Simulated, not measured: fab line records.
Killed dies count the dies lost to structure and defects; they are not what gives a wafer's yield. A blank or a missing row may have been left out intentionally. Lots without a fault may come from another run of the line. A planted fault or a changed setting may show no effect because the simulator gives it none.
fab line records || flow nand_harc
record: {"lots": 6, "wafers": 18, "last_day": 34}
route steps=1302 shown P_GATE@124 END@1302
lots with no fault: from the same line, run without faults
start_h: hours from the record's opening day to when the first of the lot's shown wafers began || wait_h: hours from the lot's prior step to this one || " identical to the entry in the row above || L1.1+2: a row that stands for several wafers || - no value, or no start given || * or withheld: withheld || < > ~ a bound
route shown NAME@n: a module of which the file shows steps, and the number in the route of the first || usual: average and standard deviation across the fault-free wafers || same: alike in all rows || chamber/n: place in a boat || sites: each site's reading || _std_site: the values' standard deviation || _edge_site: mean of outer sites minus mean of inner sites || radius_mm: how far each site lies from the wafer's centre || mask NAME#n: copy n || behind: the last tool/chamber to shape the wafer || hold: what put the lot on hold/how long, in hours/how the hold closed || device: whichever transistor did not switch (one of n, p or np) || end of line: the route-end tests of the same wafers || a step given without rows: its recipe and nothing more || killed: dies that structure and defects cost at the first sort, which is not the same as the wafer's yield || map: a wafer's dies, x killed, . not, _ none there
set.NAME: the setting as run; set.NAME@STEP: as run at that earlier step || model.NAME: the simulator's own value behind a step, which no gauge read
lots at selected steps of the route; one table per step, one row per wafer
services: from which hour (start_h, from the record's first day; less than 0 if before it) a tool's chamber was out of use, for how many hours, and why
== steps ==
step: NHARC_P_GATE_DESCUM_13
recipe: {"time_s": 3, "o2_flow_sccm": 200, "ar_flow_sccm": 0, "bias_power_w": 0, "chemistry": "O2"}
usual: {"drypump_motor_current_A": "5.5/0.34", "oes_product_au": "0.997/0.008", "rf_vpp_V": "58.0/0.87", "showerhead_plenum_p_Torr": "1.93/0.083", "throttle_valve_pct": "11.312/0.0097"}
same: {"bias_power_w": 0}
{"lot.wafer": "L986.1", "tool": "rie_diel-01", "chamber": 0, "start_h": 126.25, "wait_h": "-", "drypump_motor_current_A": 4.9, "oes_product_au": 0.988, "rf_hours_counter_h": 6.6, "rf_vpp_V": 58.3, "showerhead_plenum_p_Torr": 2.04, "throttle_valve_pct": 11.307}
{"lot.wafer": "L986.5", "tool": "rie_diel-01", "chamber": 3, "start_h": 126.25, "wait_h": "-", "drypump_motor_current_A": 5.7, "oes_product_au": 1.005, "rf_hours_counter_h": "-", "rf_vpp_V": 57.4, "showerhead_plenum_p_Torr": 2.03, "throttle_valve_pct": 11.321}
{"lot.wafer": "L986.6", "tool": "rie_diel-01", "chamber": 0, "start_h": 126.25, "wait_h": "-", "drypump_motor_current_A": 4.9, "oes_product_au": 0.992, "rf_hours_counter_h": "-", "rf_vpp_V": 58.1, "showerhead_plenum_p_Torr": 2.04, "throttle_valve_pct": 11.310}
{"lot.wafer": "L991.3", "tool": "rie_diel-11", "chamber": 1, "start_h": 172.95, "wait_h": "-", "drypump_motor_current_A": 6.0, "oes_product_au": 0.998, "rf_hours_counter_h": 3.6, "rf_vpp_V": 57.9, "showerhead_plenum_p_Torr": 1.91, "throttle_valve_pct": 11.312}
{"lot.wafer": "L991.4", "tool": "rie_diel-11", "chamber": 0, "start_h": 172.95, "wait_h": "-", "drypump_motor_current_A": 5.9, "oes_product_au": 0.990, "rf_hours_counter_h": 3.6, "rf_vpp_V": 58.4, "showerhead_plenum_p_Torr": 1.93, "throttle_valve_pct": 11.319}
{"lot.wafer": "L991.5", "tool": "rie_diel-11", "chamber": 1, "start_h": 172.95, "wait_h": "-", "drypump_motor_current_A": 6.0, "oes_product_au": 0.996, "rf_hours_counter_h": "-", "rf_vpp_V": 57.9, "showerhead_plenum_p_Torr": 1.91, "throttle_valve_pct": 11.315}
{"lot.wafer": "L994.3", "tool": "rie_diel-03", "chamber": 2, "start_h": 204.76, "wait_h": "-", "drypump_motor_current_A": 5.3, "oes_product_au": 0.991, "rf_hours_counter_h": 6.2, "rf_vpp_V": 57.3, "showerhead_plenum_p_Torr": 1.79, "throttle_valve_pct": 11.306}
{"lot.wafer": "L994.1", "tool": "rie_diel-03", "chamber": 0, "start_h": 204.76, "wait_h": "-", "drypump_motor_current_A": 5.3, "oes_product_au": 0.984, "rf_hours_counter_h": 4.4, "rf_vpp_V": 58.7, "showerhead_plenum_p_Torr": 1.87, "throttle_valve_pct": 11.313}
{"lot.wafer": "L994.5", "tool": "rie_diel-03", "chamber": 2, "start_h": 204.76, "wait_h": "-", "drypump_motor_current_A": 5.3, "oes_product_au": 0.991, "rf_hours_counter_h": "-", "rf_vpp_V": 56.2, "showerhead_plenum_p_Torr": 1.79, "throttle_valve_pct": 11.298}
{"lot.wafer": "L995.1", "tool": "rie_diel-11", "chamber": 2, "start_h": 228.85, "wait_h": "-", "drypump_motor_current_A": 5.9, "oes_product_au": 1.012, "rf_hours_counter_h": 6.8, "rf_vpp_V": 56.9, "showerhead_plenum_p_Torr": 1.84, "throttle_valve_pct": 11.319}
{"lot.wafer": "L995.4", "tool": "rie_diel-11", "chamber": 1, "start_h": 228.85, "wait_h": "-", "drypump_motor_current_A": 6.0, "oes_product_au": 1.001, "rf_hours_counter_h": 6.2, "rf_vpp_V": 59.1, "showerhead_plenum_p_Torr": 1.90, "throttle_valve_pct": 11.313}
{"lot.wafer": "L995.6", "tool": "rie_diel-11", "chamber": 3, "start_h": 228.85, "wait_h": "-", "drypump_motor_current_A": 5.4, "oes_product_au": 0.990, "rf_hours_counter_h": "-", "rf_vpp_V": 58.1, "showerhead_plenum_p_Torr": 1.85, "throttle_valve_pct": 11.336}
{"lot.wafer": "L104.1", "tool": "rie_diel-03", "chamber": 1, "start_h": 301.69, "wait_h": "-", "drypump_motor_current_A": 6.0, "oes_product_au": 1.004, "rf_hours_counter_h": 0.5, "rf_vpp_V": 57.7, "showerhead_plenum_p_Torr": 1.84, "throttle_valve_pct": 11.294}
{"lot.wafer": "L104.4", "tool": "rie_diel-03", "chamber": 3, "start_h": 301.69, "wait_h": "-", "drypump_motor_current_A": 5.1, "oes_product_au": 1.017, "rf_hours_counter_h": 0.3, "rf_vpp_V": 57.6, "showerhead_plenum_p_Torr": 1.93, "throttle_valve_pct": 11.330}
{"lot.wafer": "L104.3", "tool": "rie_diel-03", "chamber": 0, "start_h": 301.69, "wait_h": "-", "drypump_motor_current_A": 5.3, "oes_product_au": 0.999, "rf_hours_counter_h": 0.5, "rf_vpp_V": 57.2, "showerhead_plenum_p_Torr": 1.87, "throttle_valve_pct": 11.320}
{"lot.wafer": "L105.2", "tool": "rie_diel-01", "chamber": 0, "start_h": 309.26, "wait_h": "-", "drypump_motor_current_A": 4.9, "oes_product_au": 0.996, "rf_hours_counter_h": 7.0, "rf_vpp_V": 56.7, "showerhead_plenum_p_Torr": 2.03, "throttle_valve_pct": 11.325}
{"lot.wafer": "L105.3", "tool": "rie_diel-01", "chamber": 1, "start_h": 309.26, "wait_h": "-", "drypump_motor_current_A": 5.4, "oes_product_au": 1.008, "rf_hours_counter_h": 5.9, "rf_vpp_V": 58.0, "showerhead_plenum_p_Torr": 2.02, "throttle_valve_pct": 11.335}
{"lot.wafer": "L105.6", "tool": "rie_diel-01", "chamber": 1, "start_h": 309.26, "wait_h": "-", "drypump_motor_current_A": 5.4, "oes_product_au": 1.007, "rf_hours_counter_h": "-", "rf_vpp_V": 58.9, "showerhead_plenum_p_Torr": 2.02, "throttle_valve_pct": 11.308}
step: NHARC_P_GATE_ETCH_14
recipe: {"target_depth_a": 488, "chemistry": "dHF", "material": "SiO2"}
step: NHARC_P_GATE_STRIP_15
recipe: {"time_s": 780, "temp_c": 130, "chemistry": "SPM"}
step: NHARC_P_GATE_PRECLEAN_71
recipe: {"time_s": "*", "temp_c": 50, "bath_age_min": 0, "chemistry": "SC1"}
step: NHARC_P_GATE_SRD_72
step: NHARC_P_GATE_OXIDE_16
recipe: {"target_thk_a": 30, "temp_c": 875, "ox_time_s": 392, "material": "SiO2"}
step: NHARC_P_GATE_CVD_17
recipe: {"target_thk_a": 1500, "temp_c": 620, "time_s": 900, "material": "poly-Si"}
step: NHARC_P_GATE_HM_DEP_102
recipe: {"target_thk_a": 1200, "temp_c": 400, "material": "aC"}
usual: {"throttle_valve_pct": "34.999/0.009"}
{"lot.wafer": "L986.1", "tool": "acl_dep-02", "chamber": 0, "start_h": 141.21, "wait_h": 0.4, "throttle_valve_pct": 35.001}
{"lot.wafer": "L986.5", "tool": "acl_dep-02", "chamber": 0, "start_h": 141.21, "wait_h": 0.4, "throttle_valve_pct": 35.002}
{"lot.wafer": "L986.6", "tool": "acl_dep-02", "chamber": 0, "start_h": 141.21, "wait_h": 0.4, "throttle_valve_pct": 35.003}
{"lot.wafer": "L991.3", "tool": "acl_dep-01", "chamber": 0, "start_h": 186.70, "wait_h": 0.6, "throttle_valve_pct": 35.003}
{"lot.wafer": "L991.4", "tool": "acl_dep-01", "chamber": 0, "start_h": 186.70, "wait_h": 0.6, "throttle_valve_pct": 34.996}
{"lot.wafer": "L991.5", "tool": "acl_dep-01", "chamber": 0, "start_h": 186.70, "wait_h": 0.6, "throttle_valve_pct": 34.990}
{"lot.wafer": "L994.1", "tool": "acl_dep-03", "chamber": 0, "start_h": 219.88, "wait_h": 0.4, "throttle_valve_pct": 34.998}
{"lot.wafer": "L994.3", "tool": "acl_dep-03", "chamber": 0, "start_h": 219.88, "wait_h": 0.4, "throttle_valve_pct": 35.006}
{"lot.wafer": "L994.5", "tool": "acl_dep-03", "chamber": 0, "start_h": 219.88, "wait_h": 0.4, "throttle_valve_pct": 34.989}
{"lot.wafer": "L995.1", "tool": "acl_dep-03", "chamber": 0, "start_h": 243.80, "wait_h": 3.2, "throttle_valve_pct": 34.989}
{"lot.wafer": "L995.4", "tool": "acl_dep-03", "chamber": 0, "start_h": 243.80, "wait_h": 3.2, "throttle_valve_pct": 35.014}
{"lot.wafer": "L995.6", "tool": "acl_dep-03", "chamber": 0, "start_h": 243.80, "wait_h": 3.2, "throttle_valve_pct": 35.011}
{"lot.wafer": "L104.1", "tool": "acl_dep-01", "chamber": 0, "start_h": 320.43, "wait_h": 3.8, "throttle_valve_pct": 34.991}
{"lot.wafer": "L104.3", "tool": "acl_dep-01", "chamber": 0, "start_h": 320.43, "wait_h": 3.8, "throttle_valve_pct": 35.007}
{"lot.wafer": "L104.4", "tool": "acl_dep-01", "chamber": 0, "start_h": 320.43, "wait_h": 3.8, "throttle_valve_pct": 34.997}
{"lot.wafer": "L105.2", "tool": "acl_dep-03", "chamber": 0, "start_h": 322.44, "wait_h": 0.8, "throttle_valve_pct": 35.003}
{"lot.wafer": "L105.3", "tool": "acl_dep-03", "chamber": 0, "start_h": 322.44, "wait_h": 0.8, "throttle_valve_pct": 35.036}
{"lot.wafer": "L105.6", "tool": "acl_dep-03", "chamber": 0, "start_h": 322.44, "wait_h": 0.8, "throttle_valve_pct": 35.001}
step: NHARC_P_GATE_DEP_103
recipe: {"target_thk_a": 300, "target_thk_nm": 30, "temp_c": 400, "flow_sccm": 200, "rf_w": 350, "material": "SiON"}
usual: {"heater_power_w": "761/89", "rf_fwd_power_W": "348.7/1.1"}
{"lot.wafer": "L986.1", "tool": "pecvd-02", "chamber": 0, "start_h": 141.93, "wait_h": 0.6, "heater_power_w": 700, "rf_fwd_power_W": 348.9}
{"lot.wafer": "L986.5", "tool": "pecvd-02", "chamber": 0, "start_h": 141.93, "wait_h": 0.6, "heater_power_w": 703, "rf_fwd_power_W": 348.9}
{"lot.wafer": "L986.6", "tool": "pecvd-02", "chamber": 1, "start_h": 141.93, "wait_h": 0.6, "heater_power_w": 696, "rf_fwd_power_W": 348.8}
{"lot.wafer": "L991.3", "tool": "pecvd-04", "chamber": 2, "start_h": 187.20, "wait_h": 0.4, "heater_power_w": 640, "rf_fwd_power_W": 347.6}
{"lot.wafer": "L991.5", "tool": "pecvd-04", "chamber": 0, "start_h": 187.20, "wait_h": 0.4, "heater_power_w": 839, "rf_fwd_power_W": 348.7}
{"lot.wafer": "L991.4", "tool": "pecvd-04", "chamber": 2, "start_h": 187.20, "wait_h": 0.4, "heater_power_w": 628, "rf_fwd_power_W": 347.1}
{"lot.wafer": "L994.1", "tool": "pecvd-04", "chamber": 2, "start_h": 220.56, "wait_h": 0.6, "heater_power_w": 617, "rf_fwd_power_W": 349.0}
{"lot.wafer": "L994.3", "tool": "pecvd-04", "chamber": 0, "start_h": 220.56, "wait_h": 0.6, "heater_power_w": 830, "rf_fwd_power_W": 348.3}
{"lot.wafer": "L994.5", "tool": "pecvd-04", "chamber": 2, "start_h": 220.56, "wait_h": 0.6, "heater_power_w": 625, "rf_fwd_power_W": 347.6}
{"lot.wafer": "L995.1", "tool": "pecvd-02", "chamber": 2, "start_h": 244.59, "wait_h": 0.7, "heater_power_w": 870, "rf_fwd_power_W": 349.4}
{"lot.wafer": "L995.6", "tool": "pecvd-02", "chamber": 0, "start_h": 244.59, "wait_h": 0.7, "heater_power_w": 821, "rf_fwd_power_W": 350.7}
{"lot.wafer": "L995.4", "tool": "pecvd-02", "chamber": 2, "start_h": 244.59, "wait_h": 0.7, "heater_power_w": 878, "rf_fwd_power_W": 349.2}
{"lot.wafer": "L104.3", "tool": "pecvd-02", "chamber": 2, "start_h": 321.12, "wait_h": 0.4, "heater_power_w": 919, "rf_fwd_power_W": 349.0}
{"lot.wafer": "L104.1", "tool": "pecvd-02", "chamber": 0, "start_h": 321.12, "wait_h": 0.4, "heater_power_w": 780, "rf_fwd_power_W": 348.3}
{"lot.wafer": "L104.4", "tool": "pecvd-02", "chamber": 2, "start_h": 321.12, "wait_h": 0.4, "heater_power_w": 942, "rf_fwd_power_W": 348.8}
{"lot.wafer": "L105.3", "tool": "pecvd-02", "chamber": 1, "start_h": 323.03, "wait_h": 0.4, "heater_power_w": 705, "rf_fwd_power_W": 348.8}
{"lot.wafer": "L105.2", "tool": "pecvd-02", "chamber": 2, "start_h": 323.03, "wait_h": 0.4, "heater_power_w": 801, "rf_fwd_power_W": 351.5}
{"lot.wafer": "L105.6", "tool": "pecvd-02", "chamber": 0, "start_h": 323.03, "wait_h": 0.4, "heater_power_w": 787, "rf_fwd_power_W": 348.2}
step: NHARC_P_GATE_DEHYDRATE_18
recipe: {"temp_c": 150, "time_s": 120}
step: NHARC_P_GATE_HMDS_19
recipe: {"time_s": 30}
step: NHARC_P_GATE_COAT_20
recipe: {"spin_rpm": 1500, "resist_thk_nm": 90}
step: NHARC_P_GATE_SOFTBAKE_21
recipe: {"temp_c": 105, "time_s": 55}
usual: {"heater_power_total_W": "188.44/0.13"}
{"lot.wafer": "L986.1", "tool": "litho_track-01", "chamber": 0, "start_h": 142, "wait_h": "-", "heater_power_total_W": 188.64}
{"lot.wafer": "L986.5", "tool": "litho_track-01", "chamber": 0, "start_h": 142, "wait_h": "-", "heater_power_total_W": 188.30}
{"lot.wafer": "L986.6", "tool": "litho_track-01", "chamber": 0, "start_h": 142, "wait_h": "-", "heater_power_total_W": 188.50}
{"lot.wafer": "L991.3", "tool": "litho_track-06", "chamber": 0, "start_h": 187, "wait_h": "-", "heater_power_total_W": 188.46}
{"lot.wafer": "L991.4", "tool": "litho_track-06", "chamber": 0, "start_h": 187, "wait_h": "-", "heater_power_total_W": 188.39}
{"lot.wafer": "L991.5", "tool": "litho_track-06", "chamber": 0, "start_h": 187, "wait_h": "-", "heater_power_total_W": 188.25}
{"lot.wafer": "L994.1", "tool": "litho_track-01", "chamber": 0, "start_h": 220, "wait_h": "-", "heater_power_total_W": 193.92}
{"lot.wafer": "L994.3", "tool": "litho_track-01", "chamber": 0, "start_h": 220, "wait_h": "-", "heater_power_total_W": 193.94}
{"lot.wafer": "L994.5", "tool": "litho_track-01", "chamber": 0, "start_h": 220, "wait_h": "-", "heater_power_total_W": 194.03}
{"lot.wafer": "L995.1", "tool": "litho_track-01", "chamber": 0, "start_h": 244, "wait_h": "-", "heater_power_total_W": 194.07}
{"lot.wafer": "L995.4", "tool": "litho_track-01", "chamber": 0, "start_h": 244, "wait_h": "-", "heater_power_total_W": 193.93}
{"lot.wafer": "L995.6", "tool": "litho_track-01", "chamber": 0, "start_h": 244, "wait_h": "-", "heater_power_total_W": 194.22}
{"lot.wafer": "L104.1", "tool": "litho_track-04", "chamber": 0, "start_h": 321, "wait_h": "-", "heater_power_total_W": 188.59}
{"lot.wafer": "L104.3", "tool": "litho_track-04", "chamber": 0, "start_h": 321, "wait_h": "-", "heater_power_total_W": 188.30}
{"lot.wafer": "L104.4", "tool": "litho_track-04", "chamber": 0, "start_h": 321, "wait_h": "-", "heater_power_total_W": 188.64}
{"lot.wafer": "L105.2", "tool": "litho_track-06", "chamber": 0, "start_h": 323, "wait_h": "-", "heater_power_total_W": 188.39}
{"lot.wafer": "L105.3", "tool": "litho_track-06", "chamber": 0, "start_h": 323, "wait_h": "-", "heater_power_total_W": 188.31}
{"lot.wafer": "L105.6", "tool": "litho_track-06", "chamber": 0, "start_h": 323, "wait_h": "-", "heater_power_total_W": 188.67}
step: NHARC_P_GATE_EBR_22
step: NHARC_END_SORT_01
recipe: {"temp_c": 25}
usual: {"killed_at_array": "53/21", "killed_at_other": "1.0/1.3", "killed_at_periphery": "3.8/2.4", "killed_dies": "58/21", "killed_open": "3.4/1.9", "killed_short": "2.4/1.5"}
same: {"gross_dies": 677}
{"lot.wafer": "L991.3", "tool": "prober-01", "chamber": 0, "start_h": 673.09, "wait_h": 3.1, "killed_at_array": 45, "killed_at_other": 2, "killed_at_periphery": 3, "killed_dies": 50, "killed_open": 5, "killed_short": 2}
{"lot.wafer": "L991.4", "tool": "prober-01", "chamber": 0, "start_h": 673.88, "wait_h": 3.4, "killed_at_array": 45, "killed_at_other": 1, "killed_at_periphery": 2, "killed_dies": 48, "killed_open": 4, "killed_short": 2}
{"lot.wafer": "L991.5", "tool": "prober-01", "chamber": 0, "start_h": 674.67, "wait_h": 3.7, "killed_at_array": 65, "killed_at_other": 2, "killed_at_periphery": 3, "killed_dies": 70, "killed_open": 6, "killed_short": 5}
{"lot.wafer": "L994.1", "tool": "prober-02", "chamber": 0, "start_h": 691.51, "wait_h": 2.5, "killed_at_array": 62, "killed_at_other": 1, "killed_at_periphery": 5, "killed_dies": 68, "killed_open": 2, "killed_short": 1}
{"lot.wafer": "L994.3", "tool": "prober-02", "chamber": 0, "start_h": 693.09, "wait_h": 3.1, "killed_at_array": 50, "killed_at_other": 0, "killed_at_periphery": 9, "killed_dies": 59, "killed_open": 3, "killed_short": 3}
{"lot.wafer": "L994.5", "tool": "prober-02", "chamber": 0, "start_h": 694.68, "wait_h": 3.7, "killed_at_array": 58, "killed_at_other": 1, "killed_at_periphery": 8, "killed_dies": 67, "killed_open": 3, "killed_short": 2}
killed by level:class
L991.3 A_SLIT:chamber_film_flake=17 A_CHANNEL_HOLE_D2:chamber_film_flake=10 A_CONTACT:chamber_film_flake=7 A_CHANNEL_HOLE_D1:chamber_film_flake=2 A_M1:chamber_film_flake=2 THIN_TSV:chamber_film_flake=2 P_GATE:geometric_particle:open=1 P_M1:geometric_particle:short=1
L991.4 A_SLIT:chamber_film_flake=16 A_CHANNEL_HOLE_D2:chamber_film_flake=11 A_CONTACT:chamber_film_flake=6 A_M1:chamber_film_flake=4 A_STAIRCASE:chamber_film_flake=2 P_GATE:geometric_particle:open=1 A_CHANNEL_HOLE_D2:geometric_particle:short=1 A_CHANNEL_FILL_D2:geometric_particle:open=1
L991.5 A_SLIT:chamber_film_flake=24 A_CHANNEL_HOLE_D2:chamber_film_flake=15 A_CONTACT:chamber_film_flake=8 A_CHANNEL_HOLE_D1:chamber_film_flake=5 A_STAIRCASE:chamber_film_flake=4 A_ONON_D1:geometric_particle:open=2 P_CONTACT:geometric_particle:open=1 P_M0:geometric_particle:open=1
L994.1 A_SLIT:chamber_film_flake=19 A_STAIRCASE:chamber_film_flake=15 A_CHANNEL_HOLE_D2:chamber_film_flake=10 A_CHANNEL_HOLE_D1:chamber_film_flake=8 A_CONTACT:chamber_film_flake=5 P_BONDPAD:chamber_film_flake=3 P_M1:geometric_particle:open=1 A_CHANNEL_FILL_D2:geometric_particle:open=1
L994.3 A_CHANNEL_HOLE_D2:chamber_film_flake=13 A_SLIT:chamber_film_flake=11 A_CHANNEL_HOLE_D1:chamber_film_flake=6 P_M1:chamber_film_flake=5 A_STAIRCASE:chamber_film_flake=5 A_WL_FILL:chamber_film_flake=4 A_CONTACT:chamber_film_flake=3 A_BONDPAD:chamber_film_flake=3
L994.5 A_SLIT:chamber_film_flake=19 A_STAIRCASE:chamber_film_flake=10 A_CHANNEL_HOLE_D1:chamber_film_flake=9 A_CHANNEL_HOLE_D2:chamber_film_flake=8 A_CONTACT:chamber_film_flake=5 P_BONDPAD:chamber_film_flake=4 P_M1:chamber_film_flake=3 P_M0:geometric_particle:open=1
== services ==
{"tool": "rie_diel-03", "chamber": "-", "start_h": 104.30, "hours": 9.0, "kind": "pm"}
{"tool": "acl_dep-03", "chamber": "-", "start_h": 122.92, "hours": 13.0, "kind": "pm"}
{"tool": "rie_diel-03", "chamber": 2, "start_h": 140.20, "hours": 8.8, "kind": "repair"}
{"tool": "rie_diel-03", "chamber": 0, "start_h": 140.22, "hours": 7.3, "kind": "repair"}
{"tool": "litho_track-01", "chamber": "-", "start_h": 155.00, "hours": 7.0, "kind": "pm"}
{"tool": "pecvd-04", "chamber": "-", "start_h": 166.78, "hours": 1.7, "kind": "repair"}
{"tool": "litho_track-06", "chamber": "-", "start_h": 179.00, "hours": 7.0, "kind": "pm"}
{"tool": "rie_diel-11", "chamber": 1, "start_h": 179.52, "hours": 4.2, "kind": "repair"}
{"tool": "pecvd-02", "chamber": 2, "start_h": 188.27, "hours": 14.4, "kind": "repair"}
{"tool": "acl_dep-01", "chamber": "-", "start_h": 188.36, "hours": 13.0, "kind": "pm"}
{"tool": "rie_diel-11", "chamber": 3, "start_h": 189.08, "hours": 8.6, "kind": "repair"}
{"tool": "rie_diel-01", "chamber": "-", "start_h": 196.79, "hours": 0.6, "kind": "repair"}
{"tool": "rie_diel-11", "chamber": 3, "start_h": 202.24, "hours": 6.2, "kind": "repair"}
{"tool": "litho_track-04", "chamber": "-", "start_h": 203.00, "hours": 7.0, "kind": "pm"}
{"tool": "rie_diel-01", "chamber": "-", "start_h": 203.83, "hours": 9.0, "kind": "pm"}
{"tool": "pecvd-02", "chamber": "-", "start_h": 227.22, "hours": 13.0, "kind": "pm"}
{"tool": "rie_diel-11", "chamber": "-", "start_h": 255.53, "hours": 9.0, "kind": "pm"}
{"tool": "rie_diel-01", "chamber": 3, "start_h": 260.05, "hours": 2.4, "kind": "repair"}
{"tool": "pecvd-04", "chamber": "-", "start_h": 271.41, "hours": 13.0, "kind": "pm"}
{"tool": "rie_diel-01", "chamber": 0, "start_h": 271.69, "hours": 7.7, "kind": "repair"}
{"tool": "rie_diel-03", "chamber": "-", "start_h": 281.30, "hours": 9.0, "kind": "pm"}
{"tool": "acl_dep-03", "chamber": "-", "start_h": 307.61, "hours": 13.0, "kind": "pm"}
{"tool": "pecvd-02", "chamber": 0, "start_h": 309.79, "hours": 5.4, "kind": "repair"}
{"tool": "rie_diel-01", "chamber": "-", "start_h": 321.52, "hours": 0.3, "kind": "repair"}
== key ==
first_sign: {"step": "NHARC_P_GATE_SOFTBAKE_21", "reading": "heater_power_total_W", "direction": "up", "sigmas": 44, "usual": "*", "struck": "*"}
effect none on later readings
met_at NHARC_P_GATE_SOFTBAKE_21
struck_wafers L994.1,L994.3,L994.5,L995.1,L995.4,L995.6
tester_left_out L994,L995
onset_between 142 220
fault: {"kind": "process_parameter_drift", "tool": "litho_track-01", "chamber": "-", "onset_h": 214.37, "steps": "NHARC_P_GATE_SOFTBAKE_21", "channel": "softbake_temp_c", "offset": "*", "shape": "step", "end_h": 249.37, "acts_in": "*", "stated": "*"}
tester_left_out: of these lots the tester's yield and bins aren't shown, on N5 and GAA mostly nor the transistor test; their killed dies are dies lost to structure and defects alone, not to doping, threshold or leakage, so they don't give the yield
